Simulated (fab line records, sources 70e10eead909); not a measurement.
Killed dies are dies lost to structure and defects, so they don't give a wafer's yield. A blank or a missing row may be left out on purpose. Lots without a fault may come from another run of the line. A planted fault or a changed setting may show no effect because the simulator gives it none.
fab line records | flow nand_harc
record lots=24 wafers=72 last_day=33
route steps=1302 shown A_CHANNEL_FILL_D1@509 A_DECK1_JOINT@527 A_CHANNEL_HOLE_D2@586 A_CHANNEL_FILL_D2@615
lots that met no fault: from a run of the same line without faults
start_h: hours from the record's first day to the start of the lot's first wafer shown | wait_h: hours since the lot's step before | " the same as in the row above | L1.1+2: a row that stands for several wafers | - no value, or no start given | * or withheld: withheld | < > ~ a bound
route shown NAME@n: a module of which the file shows steps, and the number in the route of the first | usual: mean/standard deviation of fault-free wafers | same: alike in all rows | chamber/n: place in a boat | sites: the reading at each site | _std_site: their standard deviation | _edge_site: outer sites' mean less inner sites' | radius_mm: how far each site lies from the wafer's centre | mask NAME#n: copy n | behind: the tool/chamber that last shaped the wafer | hold: why the lot was held/for how many hours/how that ended | device: the transistor (n, p or np) that didn't switch | end of line: the same wafers' tests at the end of the route | a step without rows: its recipe alone | killed: dies lost to structure and defects at the first sort, not the wafer's yield | map: a wafer's dies, x killed, . not, _ none there
set.NAME: the setting as run; set.NAME@STEP: as run at that earlier step | model.NAME: the simulator's own value behind a step, which no gauge read
steps of the route over a sample of lots; a table a step, a row a wafer
services: from which hour (start_h, from the record's first day; less than 0 if before it) a tool's chamber was out of use, for how many hours, and why
## steps
# step NHARC_A_CHANNEL_FILL_D1_STRIP_29
# recipe time_s=20 o2_flow_sccm=500 ar_flow_sccm=0 bias_w=0 chemistry=O2
# usual drypump_motor_current_A=5.90/0.3 oes_product_au=1.000/0.015 rf_vpp_V=57.5/0.9 showerhead_plenum_p_Torr=3.47/0.11 throttle_valve_pct=17.035/0.0096
# columns lot.wafer tool chamber start_h wait_h drypump_motor_current_A oes_product_au rf_hours_counter_h rf_vpp_V showerhead_plenum_p_Torr throttle_valve_pct
L074.1 rie_diel-08 2 - - 6.26 0.986 1.3 58.0 3.34 17.026
L074.2 " 3 " " 5.53 0.984 1.6 57.9 3.44 17.047
L074.5 " 0 " " 5.94 0.974 - 57.7 3.43 17.064
L075.2 rie_diel-10 3 - - 6.38 1.003 9.2 58.0 3.61 17.037
L075.1 " 2 " " 5.22 0.986 8.6 57.3 3.49 17.040
L075.5 " 3 " " 6.37 1.013 - 57.3 3.61 17.038
L076.1 rie_diel-08 2 - - 6.22 0.972 2.0 58.9 3.34 17.046
L076.3 " 3 " " 5.51 0.997 2.3 57.3 3.44 17.045
L076.6 " 3 " " 5.53 1.002 - 58.1 3.44 17.043
L077.2 rie_diel-08 1 - - 5.87 1.000 3.0 57.9 3.48 17.033
L077.1 " 0 " " 5.96 0.984 3.2 56.8 3.43 17.034
L077.5 " 2 " " 6.24 0.982 - 56.8 3.34 17.034
L078.4 rie_diel-10 0 - - 5.82 1.023 0.9 58.2 3.59 17.041
L078.6 " 0 " " 5.84 1.029 - 58.4 3.59 17.040
L078.5 " 1 " " 5.70 1.009 - 57.0 3.34 17.038
L079.4 rie_diel-08 2 - - 6.24 0.986 3.4 57.1 3.34 17.037
L079.3 " 0 " " 5.94 0.990 4.0 57.9 3.42 17.036
L079.6 " 2 " " 6.24 0.989 - 57.1 3.34 17.041
L080.4 rie_diel-08 0 - - 5.94 0.987 4.5 57.3 3.43 17.037
L080.2 " 2 " " 6.23 1.001 4.1 57.3 3.34 17.065
L080.5 " 1 " " 5.88 0.994 - 58.0 3.48 17.031
L082.4 rie_diel-08 2 - - 6.24 1.000 4.6 57.6 3.34 17.042
L082.2 " 3 " " 5.52 1.014 4.9 58.4 3.44 17.027
L082.6 " 3 " " 5.52 1.006 - 57.5 3.44 17.043
L081.4 rie_diel-10 0 - - 5.85 1.037 2.4 58.0 3.59 17.018
L081.2 " 2 " " 5.22 1.005 2.7 56.7 3.49 17.027
L081.5 " 3 " " 6.38 1.022 - 60.0 3.61 17.033
L083.3 rie_diel-10 1 - - 5.67 1.014 2.8 56.8 3.34 17.053
L083.2 " 2 " " 5.24 1.018 3.4 57.0 3.49 17.038
L083.5 " 3 " " 6.34 1.012 - 57.0 3.60 17.037
L084.2 rie_diel-08 1 - - 5.86 0.984 5.4 57.4 3.48 17.022
L084.1 " 3 " " 5.51 1.000 5.5 58.4 3.44 17.023
L084.3 " 0 " " 5.95 0.995 5.7 57.3 3.42 17.038
L085.1 rie_diel-09 2 - - 6.05 0.999 0.6 57.3 3.44 17.033
L085.3 " 1 " " 5.67 1.003 0.7 57.9 3.71 17.028
L085.6 " 3 " " 6.06 0.995 - 57.5 3.41 17.035
L086.2 rie_diel-10 2 348.48 0.1 5.23 0.987 4.3 56.4 3.49 17.039
L086.4 " 1 " " 5.65 1.010 - 57.6 3.34 17.018
L086.6 " 3 " " 6.40 1.016 - 59.6 3.60 17.040
L087.1 rie_diel-09 2 - - 6.04 0.989 1.9 57.0 3.44 17.054
L087.2 " 1 " " 5.71 0.995 2.0 59.5 3.71 17.029
L087.6 " 3 " " 6.07 0.986 - 56.5 3.41 17.042
L089.2 rie_diel-09 3 - - 6.09 0.984 2.9 58.5 3.41 17.030
L089.4 " 0 " " 5.98 1.005 2.7 56.0 3.32 17.026
L089.5 " 1 " " 5.67 0.994 - 56.9 3.71 17.040
L088.3 rie_diel-09 0 - - 5.99 1.008 2.9 56.4 3.32 17.052
L088.5 " 0 " " 6.01 1.014 - 57.2 3.32 17.018
L088.6 " 1 " " 5.68 0.992 - 58.4 3.71 17.026
L091.2 rie_diel-09 2 - - 6.04 0.994 3.2 56.6 3.44 17.033
L091.3 " 3 " " 6.11 1.007 3.1 58.0 3.41 17.026
L091.6 " 3 " " 6.11 0.995 - 58.1 3.41 17.027
L090.2 rie_diel-10 0 - - 5.89 1.024 8.3 58.0 3.59 17.031
L090.3 " 2 " " 5.22 0.997 8.1 56.4 3.48 17.035
L090.1 " 3 " " 6.36 1.015 7.2 58.9 3.60 17.044
L092.3 rie_diel-10 0 - - 5.85 1.031 9.5 57.1 3.59 17.038
L092.1 " 2 " " 5.24 1.001 9.7 58.0 3.48 17.050
L092.5 " 0 " " 5.86 1.034 - 57.7 3.59 17.041
L093.3 rie_diel-09 2 - - 6.07 0.980 5.1 57.0 3.44 17.040
L093.6 " 3 " " 6.08 0.974 - 57.0 3.41 17.044
L093.5 " 0 " " 6.01 1.011 - 56.9 3.32 17.013
L094.4 rie_diel-10 3 - - 6.34 1.017 0.8 58.3 3.60 17.022
L094.1 " 0 " " 5.85 1.012 0.9 58.4 3.58 17.028
L094.5 " 3 " " 6.37 1.008 - 56.5 3.60 17.026
L095.1 rie_diel-09 3 - - 6.09 0.985 5.8 57.9 3.41 17.026
L095.4 " 1 " " 5.71 1.001 6.2 57.0 3.70 17.040
L095.5 " 3 " " 6.09 0.984 - 57.0 3.41 17.031
L096.4 rie_diel-10 0 - - 5.83 1.018 2.1 57.7 3.58 17.024
L096.5 " 2 " " 5.25 0.978 - 57.3 3.48 17.038
L096.6 " 3 " " 6.36 1.021 - 58.6 3.60 17.029
L097.3 rie_diel-09 0 - - 5.97 1.025 6.5 59.0 3.32 17.042
L097.1 " 1 " " 5.72 1.008 6.7 57.9 3.70 17.040
L097.4 " 3 " " 6.10 0.994 6.7 57.9 3.41 17.043
# step NHARC_A_DECK1_JOINT_CMP_13
# recipe target_thk_nm=51.023
# usual motor_current_A=12.3/1.2 retaining_ring_pressure_frac=1.001/0.005 time_to_endpoint_s=10/3.2
# columns lot.wafer tool chamber start_h wait_h motor_current_A retaining_ring_pressure_frac time_to_endpoint_s
L074.1 cmp-02 1 246.56 0.4 11.9 0.999 11
L074.2 " 2 " " 12.2 1.009 18
L074.5 " 3 " " 10.4 1.003 6
L075.2 cmp-02 0 254.31 0.4 12.6 0.994 9
L075.1 " 2 " " 12.2 0.987 11
L075.5 " 0 " " 12.9 1.008 9
L076.1 cmp-03 2 268.38 0.4 13.7 1.006 14
L076.3 " 1 " " 13.9 0.997 11
L076.6 " 3 " " 11.0 1.007 14
L077.1 cmp-01 2 283.19 0.4 10.9 0.999 10
L077.2 " 3 " " 11.3 0.999 8
L077.5 " 2 " " 11.1 1.002 8
L078.4 cmp-02 0 286.71 0.4 12.3 1.007 13
L078.6 " 2 " " 13.1 1.005 12
L078.5 " 3 " " 10.0 1.000 8
L079.4 cmp-03 2 293.58 0.4 13.7 0.992 10
L079.3 " 0 " " 12.5 0.998 8
L079.6 " 3 " " 10.8 0.996 12
L080.2 cmp-03 3 312.94 0.4 10.5 1.006 14
L080.4 " 0 " " 12.2 1.004 10
L080.5 " 2 " " 14.5 1.001 15
L082.4 cmp-03 3 325.29 0.4 11.3 1.004 14
L082.2 " 0 " " 12.6 1.005 8
L082.6 " 3 " " 10.9 1.007 15
L081.2 cmp-02 1 325.29 0.4 12.4 1.007 12
L081.4 " 2 " " 13.2 0.996 18
L081.5 " 1 " " 12.1 1.000 12
L084.3 cmp-02 2 346.06 0.4 12.4 1.001 10
L084.2 " 3 " " 10.8 1.004 6
L084.1 " 1 " " 12.3 1.012 8
L083.3 cmp-03 0 346.11 0.4 11.8 0.997 10
L083.2 " 1 " " 13.6 1.003 13
L083.5 " 2 " " 14.4 1.004 16
L085.1 cmp-03 2 353.92 0.4 14.5 1.004 10
L085.3 " 3 " " 10.6 0.996 12
L085.6 " 1 " " 13.4 0.994 13
L086.2 cmp-02 1 364.87 0.4 12.0 0.996 5
L086.4 " 0 " " 13.3 0.995 10
L086.6 " 1 " " 12.7 1.003 9
L087.1 cmp-01 1 378.80 0.4 13.0 1.002 14
L087.2 " 3 " " 10.9 1.002 7
L087.6 " 0 " " 13.7 0.999 6
L089.4 cmp-02 3 390.72 0.4 10.2 1.002 3
L089.2 " 1 " " 12.0 1.010 7
L089.5 " 3 " " 10.3 1.002 5
L088.3 cmp-01 3 404.62 0.4 11.5 1.010 6
L088.6 " 0 " " 13.6 0.994 7
L088.5 " 1 " " 12.3 1.001 13
L090.2 cmp-02 0 411.14 0.4 13.0 1.009 9
L090.1 " 1 " " 12.7 1.010 7
L090.3 " 3 " " 10.4 1.003 6
L091.3 cmp-03 3 411.18 0.4 11.2 1.000 12
L091.2 " 0 " " 12.8 1.004 12
L091.6 " 1 " " 14.4 0.996 12
L092.3 cmp-03 1 424.67 0.4 13.7 0.996 10
L092.1 " 2 " " 13.6 1.001 9
L092.5 " 0 " " 12.4 0.998 8
L093.3 cmp-03 1 439.78 0.4 13.5 0.986 10
L093.6 " 1 " " 13.2 0.993 10
L093.5 " 2 " " 14.5 0.999 13
L094.4 cmp-03 0 454.28 0.4 12.0 1.003 10
L094.1 " 1 " " 14.2 1.000 11
L094.5 " 0 " " 11.9 1.000 7
L095.4 cmp-01 2 461.19 0.4 11.2 0.995 8
L095.1 " 0 " " 13.9 1.004 9
L095.5 " 3 " " 11.3 1.009 8
L096.4 cmp-02 0 467.49 0.4 12.5 1.003 6
L096.5 " 0 " " 12.4 1.000 10
L096.6 " 1 " " 12.2 1.000 5
L097.4 cmp-02 2 476.24 0.4 12.9 0.997 13
L097.3 " 3 " " 10.5 1.001 5
L097.1 " 0 " " 13.6 1.000 11
# step NHARC_A_DECK1_JOINT_ETCHBACK_00
# recipe target_depth_a=300 time_s=17.4 hbr_flow_sccm=150 rf_w=350 icp_w=350 bias_w=60 chemistry=HBr
# usual drypump_motor_current_A=5.7/0.39 oes_product_au=1.000/0.011 throttle_valve_pct=23.266/0.0097
# columns lot.wafer tool chamber start_h wait_h drypump_motor_current_A oes_product_au rf_hours_counter_h throttle_valve_pct
L074.2 rie_si-03 1 246.90 0.1 5.1 0.996 0.10 23.265
L074.1 " 2 " " 5.5 0.983 0.10 23.264
L074.5 " 2 " " 5.5 0.985 - 23.269
L075.1 rie_si-03 3 254.70 0.1 5.3 1.011 0.17 23.256
L075.2 " 1 " " 5.1 1.011 0.14 23.258
L075.5 " 3 " " 5.3 1.011 - 23.261
L076.3 rie_si-01 2 268.77 0.1 5.5 0.987 0.45 23.268
L076.1 " 0 " " 5.7 0.989 0.40 23.261
L076.6 " 3 " " 6.2 1.002 - 23.265
L077.1 rie_si-01 3 283.57 0.1 6.2 1.008 0.51 23.277
L077.2 " 2 " " 5.5 0.997 0.53 23.270
L077.5 " 0 " " 5.7 1.000 - 23.265
L078.4 rie_si-01 0 287.08 0.1 5.7 1.011 0.54 23.283
L078.5 " 1 " " 6.4 1.004 - 23.278
L078.6 " 2 " " 5.5 0.997 - 23.255
L079.3 rie_si-01 3 293.96 0.1 6.2 1.010 0.56 23.259
L079.4 " 1 " " 6.4 0.991 0.58 23.268
L079.6 " 3 " " 6.2 1.012 - 23.276
L080.2 rie_si-06 3 313.30 0.1 5.3 1.001 0.28 23.263
L080.4 " 1 " " 5.8 1.001 0.29 23.277
L080.5 " 0 " " 6.0 1.000 - 23.266
L081.4 rie_si-06 2 325.69 0.1 5.5 1.029 0.33 23.271
L081.2 " 0 " " 6.0 0.992 0.42 23.281
L081.5 " 2 " " 5.5 1.015 - 23.261
L082.2 rie_si-01 2 325.71 0.1 5.5 0.990 0.77 23.263
L082.4 " 0 " " 5.7 1.014 0.71 23.277
L082.6 " 2 " " 5.5 0.991 - 23.261
L084.2 rie_si-03 2 346.44 0.1 5.5 0.978 0.73 23.258
L084.3 " 3 " " 5.3 1.005 0.85 23.255
L084.1 " 1 " " 5.1 1.003 0.63 23.262
L083.2 rie_si-06 1 346.46 0.1 5.8 0.998 0.53 23.244
L083.3 " 3 " " 5.3 0.992 0.53 23.275
L083.5 " 1 " " 5.8 0.995 - 23.247
L085.1 rie_si-03 1 354.28 0.1 5.1 1.007 0.67 23.267
L085.3 " 3 " " 5.3 1.014 0.88 23.276
L085.6 " 2 " " 5.5 0.977 - 23.270
L086.2 rie_si-06 1 365.26 0.1 5.8 1.001 0.74 23.255
L086.4 " 3 " " 5.3 0.980 0.63 23.268
L086.6 " 0 " " 6.0 1.000 - 23.272
L087.2 rie_si-01 0 379.15 0.1 5.7 1.022 0 23.257
L087.1 " 2 " " 5.5 1.004 0 23.260
L087.6 " 0 " " 5.7 1.027 - 23.257
L089.4 rie_si-01 2 391.09 0.1 5.5 0.996 0.06 23.264
L089.2 " 3 " " 6.2 0.996 0.08 23.286
L089.5 " 2 " " 5.5 0.995 - 23.278
L088.3 rie_si-06 2 404.92 0.1 5.5 1.013 0.97 23.260
L088.5 " 2 " " 5.5 1.009 - 23.288
L088.6 " 3 " " 5.3 0.994 - 23.270
L090.1 rie_si-01 3 411.52 0.1 6.2 1.000 0.24 23.288
L090.3 " 1 " " 6.4 1.012 0.31 23.266
L090.2 " 2 " " 5.5 1.005 0.26 23.270
L091.2 rie_si-06 2 411.54 0.1 5.5 1.010 1.06 23.261
L091.3 " 3 " " 5.3 1.003 0.95 23.257
L091.6 " 1 " " 5.8 0.993 - 23.265
L092.3 rie_si-01 1 425.01 0.1 6.4 1.007 0.37 23.261
L092.1 " 3 " " 6.2 0.992 0.36 23.258
L092.5 " 1 " " 6.4 1.001 - 23.244
L093.3 rie_si-01 1 440.17 0.1 6.4 1.003 0.45 23.272
L093.5 " 1 " " 6.4 0.997 - 23.253
L093.6 " 2 " " 5.5 0.985 - 23.265
L094.4 rie_si-03 1 454.67 0.1 5.1 0.982 0.21 23.267
L094.1 " 2 " " 5.5 0.991 0.22 23.262
L094.5 " 3 " " 5.3 0.991 - 23.252
L095.4 rie_si-06 1 461.59 0.1 5.8 0.995 0.14 23.282
L095.1 " 3 " " 5.3 1.003 0.17 23.260
L095.5 " 0 " " 6.0 1.006 - 23.267
L096.4 rie_si-06 0 467.91 0.1 6.0 1.014 0.18 23.263
L096.6 " 1 " " 5.8 0.990 - 23.268
L096.5 " 2 " " 5.5 0.991 - 23.271
L097.1 rie_si-03 2 476.62 0.1 5.5 0.994 0.39 23.251
L097.4 " 3 " " 5.3 1.002 0.43 23.266
L097.3 " 0 " " 5.2 1.022 0.40 23.265
# step NHARC_A_DECK1_JOINT_CMP_02
# recipe material=SiOx
# usual motor_current_A=12.3/1.2 retaining_ring_pressure_frac=1.000/0.0055
# columns lot.wafer tool chamber start_h wait_h motor_current_A retaining_ring_pressure_frac
L074.2 cmp-02 2 268.22 0.4 12.1 1.009
L074.1 " 3 " " 10.1 1.004
L074.5 " 0 " " 13.0 1.010
L075.1 cmp-03 3 282.69 0.4 10.8 1.001
L075.2 " 1 " " 14.0 1.003
L075.5 " 3 " " 10.7 0.996
L076.3 cmp-02 0 288.51 0.4 13.3 0.995
L076.1 " 1 " " 12.5 1.008
L076.6 " 3 " " 10.2 1.002
L077.1 cmp-03 3 306.77 0.4 10.9 1.000
L077.2 " 0 " " 13.0 1.007
L077.5 " 0 " " 12.2 1.003
L078.4 cmp-02 2 311.35 0.4 11.9 1.001
L078.5 " 1 " " 12.0 0.994
L078.6 " 2 " " 12.3 1.001
L079.4 cmp-03 1 321.66 0.4 14.2 0.997
L079.3 " 2 " " 14.4 1.010
L079.6 " 1 " " 13.7 0.997
L080.4 cmp-01 0 344.84 0.4 13.7 1.004
L080.2 " 2 " " 12.0 1.003
L080.5 " 0 " " 13.3 1.006
L081.4 cmp-01 1 345.40 0.4 11.9 1.004
L081.2 " 2 " " 11.0 1.008
L081.5 " 1 " " 12.4 1.003
L082.4 cmp-03 2 345.43 0.4 13.9 1.000
L082.2 " 3 " " 11.0 0.998
L082.6 " 1 " " 13.7 0.992
L084.2 cmp-01 1 366.21 0.4 12.5 1.008
L084.3 " 2 " " 10.7 0.993
L084.1 " 0 " " 12.5 1.009
L083.2 cmp-02 0 366.24 0.4 12.3 0.994
L083.3 " 1 " " 12.0 1.003
L083.5 " 3 " " 9.6 1.000
L085.1 cmp-02 3 379.22 0.4 10.2 1.009
L085.3 " 2 " " 11.9 1.004
L085.6 " 3 " " 9.9 1.008
L086.2 cmp-03 3 385.05 0.4 10.9 0.995
L086.4 " 1 " " 13.3 1.000
L086.6 " 3 " " 10.5 0.999
L087.1 cmp-03 3 402.44 0.4 10.5 1.004
L087.2 " 2 " " 13.2 1.001
L087.6 " 3 " " 11.2 0.995
L089.2 cmp-03 1 414.54 0.4 13.2 1.009
L089.4 " 2 " " 14.9 0.993
L089.5 " 0 " " 12.0 1.002
L088.3 cmp-01 1 428.70 0.4 12.4 0.995
L088.5 " 1 " " 12.3 1.001
L088.6 " 2 " " 11.0 1.000
L090.1 cmp-02 3 428.70 0.4 10.5 0.996
L090.2 " 0 " " 12.5 1.005
L090.3 " 2 " " 13.0 1.005
L091.3 cmp-03 1 428.73 0.4 13.7 0.991
L091.2 " 3 " " 11.0 1.001
L091.6 " 0 " " 12.1 1.002
L092.3 cmp-02 2 448.52 0.4 12.6 1.000
L092.1 " 1 " " 12.5 1.003
L092.5 " 2 " " 12.3 0.995
L093.3 cmp-03 1 460.89 0.4 14.1 0.997
L093.5 " 1 " " 14.2 0.997
L093.6 " 2 " " 14.5 0.996
L094.1 cmp-01 3 476.46 0.4 11.4 1.000
L094.4 " 2 " " 10.9 0.991
L094.5 " 3 " " 10.8 1.006
L095.4 cmp-03 0 494.50 0.4 11.7 0.999
L095.1 " 1 " " 13.7 0.992
L095.5 " 0 " " 12.2 1.005
L096.4 cmp-02 2 494.55 0.4 12.8 0.989
L096.6 " 0 " " 11.9 1.005
L096.5 " 1 " " 11.6 0.994
L097.3 cmp-03 2 501.50 0.4 13.3 1.008
L097.1 " 3 " " 11.2 0.998
L097.4 " 0 " " 12.7 1.012
# step NHARC_A_CHANNEL_HOLE_D2_ETCH_38
# recipe target_depth_a=390 over_etch_frac=0.3 time_s=65 ion_energy_ev=80 cf4_flow_sccm=150 ar_flow_sccm=0 rf_w=300 bias_w=100 chemistry=CF4
# usual drypump_motor_current_A=5.7/0.53 oes_product_au=0.997/0.013 rf_vpp_V=151.4/1.1 showerhead_plenum_p_Torr=1.78/0.067 throttle_valve_pct=13.284/0.0081
# columns lot.wafer tool chamber start_h wait_h drypump_motor_current_A oes_product_au rf_hours_counter_h rf_vpp_V showerhead_plenum_p_Torr throttle_valve_pct
L074.2 rie_diel-12 1 286.54 0.1 5.8 1.027 0.3 150.9 1.72 13.292
L074.1 " 2 " " 5.6 1.006 0.4 150.1 1.75 13.279
L074.5 " 3 " " 5.0 0.980 - 151.1 1.82 13.279
L075.1 rie_diel-11 1 304.45 0.1 6.1 1.008 1.3 148.7 1.71 13.284
L075.2 " 2 " " 6.0 1.016 2.2 152.5 1.90 13.284
L075.5 " 0 " " 6.7 1.002 - 151.4 1.83 13.281
L076.3 rie_diel-12 2 308.33 0.1 5.5 0.990 2.5 152.5 1.75 13.301
L076.1 " 3 " " 5.1 0.969 1.6 151.8 1.82 13.277
L076.6 " 2 " " 5.6 0.995 - 151.9 1.75 13.279
L077.1 rie_diel-04 3 324.26 0.1 5.9 1.006 8.3 152.5 1.81 13.293
L077.2 " 0 " " 5.7 1.004 7.5 152.4 1.75 13.294
L077.5 " 2 " " 4.7 1.011 - 151.2 1.67 13.285
L078.4 rie_diel-04 0 330.12 0.1 5.7 1.002 8.2 149.4 1.75 13.279
L078.5 " 3 " " 5.9 1.006 - 151.5 1.81 13.283
L078.6 " 0 " " 5.6 0.994 - 148.9 1.75 13.281
L079.4 rie_diel-11 0 339.34 0.1 6.6 0.996 4.2 151.3 1.83 13.275
L079.3 " 3 " " 5.1 0.985 3.7 153.5 1.88 13.282
L079.6 " 0 " " 6.7 1.002 - 152.2 1.83 13.288
L081.4 rie_diel-12 2 362.62 0.1 5.6 0.986 6.4 151.9 1.75 13.280
L081.2 " 0 " " 5.9 0.988 4.6 150.0 1.73 13.268
L081.5 " 1 " " 5.8 1.029 - 150.0 1.72 13.294
L080.4 rie_diel-11 2 362.78 0.1 6.0 0.989 5.5 151.5 1.89 13.278
L080.2 " 3 " " 5.1 0.988 4.9 152.6 1.88 13.294
L080.5 " 1 " " 6.1 0.983 - 152.1 1.71 13.276
L082.2 rie_diel-12 2 363.50 0.1 5.6 0.987 7.1 151.6 1.75 13.289
L082.4 " 0 " " 5.9 0.982 4.9 151.2 1.73 13.282
L082.6 " 2 " " 5.6 0.986 - 150.4 1.75 13.286
L083.3 rie_diel-04 3 386.82 0.1 5.9 1.010 0.8 152.2 1.81 13.286
L083.2 " 2 " " 4.7 1.012 0.7 151.0 1.67 13.296
L083.5 " 2 " " 4.7 1.018 - 150.9 1.67 13.268
L084.1 rie_diel-11 1 388.32 0.1 6.1 0.990 5.8 151.5 1.71 13.284
L084.2 " 3 " " 5.1 0.985 6.2 152.0 1.88 13.284
L084.3 " 0 " " 6.7 0.986 6.8 151.7 1.82 13.293
L085.3 rie_diel-11 0 396.09 0.1 6.7 0.984 7.2 153.4 1.83 13.286
L085.1 " 3 " " 5.1 0.988 6.9 152.3 1.88 13.295
L085.6 " 0 " " 6.7 0.994 - 151.4 1.83 13.280
L086.4 rie_diel-04 2 413.16 0.1 4.7 1.018 1.7 149.7 1.67 13.284
L086.2 " 3 " " 5.9 1.003 1.8 151.7 1.81 13.272
L086.6 " 0 " " 5.7 0.996 - 152.3 1.75 13.283
L087.1 rie_diel-12 0 419.36 0.1 5.9 1.002 7.9 151.3 1.72 13.284
L087.2 " 1 " " 5.8 1.018 8.6 151.0 1.72 13.292
L087.6 " 3 " " 5.1 0.985 - 152.8 1.82 13.294
L089.4 rie_diel-04 3 431.49 0.1 5.9 0.997 3.6 151.6 1.81 13.280
L089.2 " 1 " " 6.1 0.986 3.0 151.5 1.84 13.288
L089.5 " 0 " " 5.7 0.980 - 152.3 1.75 13.287
L090.2 rie_diel-04 2 446.97 0.1 4.7 1.013 4.4 150.2 1.67 13.287
L090.3 " 3 " " 5.9 1.016 5.4 151.4 1.81 13.274
L090.1 " 1 " " 6.1 0.992 4.1 151.0 1.84 13.310
L091.2 rie_diel-04 2 448.63 0.1 4.7 1.003 4.8 151.0 1.67 13.284
L091.3 " 3 " " 5.9 1.004 5.8 152.5 1.81 13.287
L091.6 " 3 " " 5.9 0.993 - 152.2 1.81 13.299
L088.3 rie_diel-11 3 448.84 0.1 5.2 0.989 0.3 153.8 1.88 13.273
L088.5 " 1 " " 6.1 0.999 - 149.7 1.71 13.282
L088.6 " 2 " " 6.0 1.000 - 153.2 1.89 13.285
L092.1 rie_diel-12 3 465.66 0.1 5.1 0.973 0.2 150.5 1.82 13.284
L092.3 " 2 " " 5.6 0.974 0.2 149.5 1.75 13.284
L092.5 " 3 " " 5.1 0.981 - 152.0 1.82 13.284
L093.3 rie_diel-04 3 480.79 0.1 5.9 1.006 7.5 150.5 1.81 13.282
L093.5 " 2 " " 4.7 1.021 - 149.5 1.67 13.279
L093.6 " 3 " " 6.0 0.999 - 152.3 1.81 13.289
L094.4 rie_diel-11 3 498.19 0.1 5.1 0.994 1.9 152.4 1.88 13.292
L094.1 " 0 " " 6.7 1.011 1.7 150.9 1.82 13.286
L094.5 " 0 " " 6.6 0.999 - 150.3 1.82 13.272
L096.5 rie_diel-11 2 511.29 0.1 6.0 1.014 - 152.6 1.89 13.283
L096.6 " 3 " " 5.1 1.008 - 152.3 1.87 13.290
L096.4 " 0 " " 6.7 0.997 - 151.4 1.82 13.296
L095.1 rie_diel-12 3 512.64 0.1 5.1 0.978 2.3 149.7 1.82 13.277
L095.4 " 2 " " 5.6 0.972 - 151.2 1.75 13.280
L095.5 " 0 " " 5.9 1.001 - 152.4 1.72 13.294
L097.4 rie_diel-12 2 520.99 0.1 5.6 0.984 4.0 150.3 1.75 13.284
L097.3 " 3 " " 5.0 0.969 4.1 151.4 1.82 13.280
L097.1 " 0 " " 5.9 1.002 4.8 151.0 1.72 13.278
# step NHARC_A_CHANNEL_FILL_D2_ALD_15
# recipe target_thk_a=20 pulse_time_s=60 ald_cycles=19 temp_c=630 pressure_torr=2 material=SiNx
# usual precursor_pulse_height_rel=1.003/0.023
# columns lot.wafer tool chamber start_h wait_h precursor_pulse_height_rel
L074.1 ald_sin_batch-02 0 - - 1.013
L074.2 " 0 " " 0.968
L074.5 " 0 " " 1.000
L075.1 ald_sin_batch-03 0 - - 1.016
L075.2 " 0 " " 0.971
L075.5 " 0 " " 0.965
L076.1 ald_sin_batch-01 0 - - 0.994
L076.3 " 0 " " 1.045
L076.6 " 0 " " 1.009
L077.1 ald_sin_batch-03 0 - - 1.032
L077.2 " 0 " " 1.003
L077.5 " 0 " " 1.038
L078.4 ald_sin_batch-02 0 - - 1.005
L078.5 " 0 " " 1.044
L078.6 " 0 " " 1.014
L079.3 ald_sin_batch-02 0 - - 0.970
L079.4 " 0 " " 1.006
L079.6 " 0 " " 0.998
L080.2 ald_sin_batch-02 0 - - 0.990
L080.4 " 0 " " 1.049
L080.5 " 0 " " 1.007
L081.2 ald_sin_batch-02 0 379.79 3.0 0.986
L081.4 " 0 " " 1.055
L081.5 " 0 " " 0.959
L082.2 ald_sin_batch-03 0 - - 1.029
L082.4 " 0 " " 1.002
L082.6 " 0 " " 1.008
L083.2 ald_sin_batch-01 0 - - 1.008
L083.3 " 0 " " 0.989
L083.5 " 0 " " 1.016
L084.1 ald_sin_batch-01 0 - - 1.012
L084.2 " 0 " " 1.014
L084.3 " 0 " " 0.997
L085.1 ald_sin_batch-01 0 - - 1.011
L085.3 " 0 " " 0.988
L085.6 " 0 " " 1.030
L086.2 ald_sin_batch-03 0 - - 1.018
L086.4 " 0 " " 0.980
L086.6 " 0 " " 1.004
L087.1 ald_sin_batch-03 0 - - 0.986
L087.2 " 0 " " 1.003
L087.6 " 0 " " 0.972
L089.2 ald_sin_batch-03 0 - - 0.975
L089.4 " 0 " " 0.982
L089.5 " 0 " " 1.024
L090.1 ald_sin_batch-01 0 - - 1.007
L090.2 " 0 " " 1.001
L090.3 " 0 " " 1.024
L091.2 ald_sin_batch-01 0 - - 1.002
L091.3 " 0 " " 1.011
L091.6 " 0 " " 0.970
L088.3 ald_sin_batch-02 0 - - 0.940
L088.5 " 0 " " 0.971
L088.6 " 0 " " 0.999
L092.1 ald_sin_batch-03 0 - - 1.017
L092.3 " 0 " " 1.039
L092.5 " 0 " " 1.030
L093.3 ald_sin_batch-01 0 - - 1.030
L093.5 " 0 " " 0.960
L093.6 " 0 " " 1.022
L094.1 ald_sin_batch-02 0 516.12 3.1 1.016
L094.4 " 0 " " 1.023
L094.5 " 0 " " 0.997
L095.1 ald_sin_batch-03 0 528.68 3.0 0.966
L095.4 " 0 " " 1.027
L095.5 " 0 " " 0.989
L096.4 ald_sin_batch-03 0 - - 0.967
L096.5 " 0 " " 1.017
L096.6 " 0 " " 1.029
L097.1 ald_sin_batch-02 0 542.34 3.1 0.990
L097.3 " 0 " " 1.022
L097.4 " 0 " " 0.992
## services
# columns tool chamber start_h hours kind
cmp-01 - 232.26 1.4 repair
cmp-02 - 234.27 4.0 pm
rie_diel-10 - 242.50 9.0 pm
cmp-03 - 260.37 4.0 pm
cmp-01 - 261.86 2.7 repair
cmp-01 - 268.74 0.2 repair
cmp-01 - 283.50 4.0 pm
rie_si-01 3 294.45 1.6 repair
cmp-02 - 295.39 2.9 repair
rie_si-01 2 308.84 3.4 repair
cmp-02 - 332.39 4.0 pm
cmp-03 - 358.37 4.0 pm
cmp-03 - 365.79 1.7 repair
rie_si-01 - 370.00 9.0 pm
cmp-03 - 379.69 4.3 repair
cmp-02 - 380.33 1.7 repair
cmp-02 - 430.39 4.0 pm
cmp-03 - 456.37 4.0 pm
rie_si-01 1 463.22 7.4 repair
rie_si-01 3 470.43 13.1 repair
rie_si-01 0 490.13 1.8 repair
rie_si-01 1 522.36 3.5 repair
cmp-02 - 528.39 4.0 pm
cmp-03 - 541.63 3.1 repair
## key
fault none
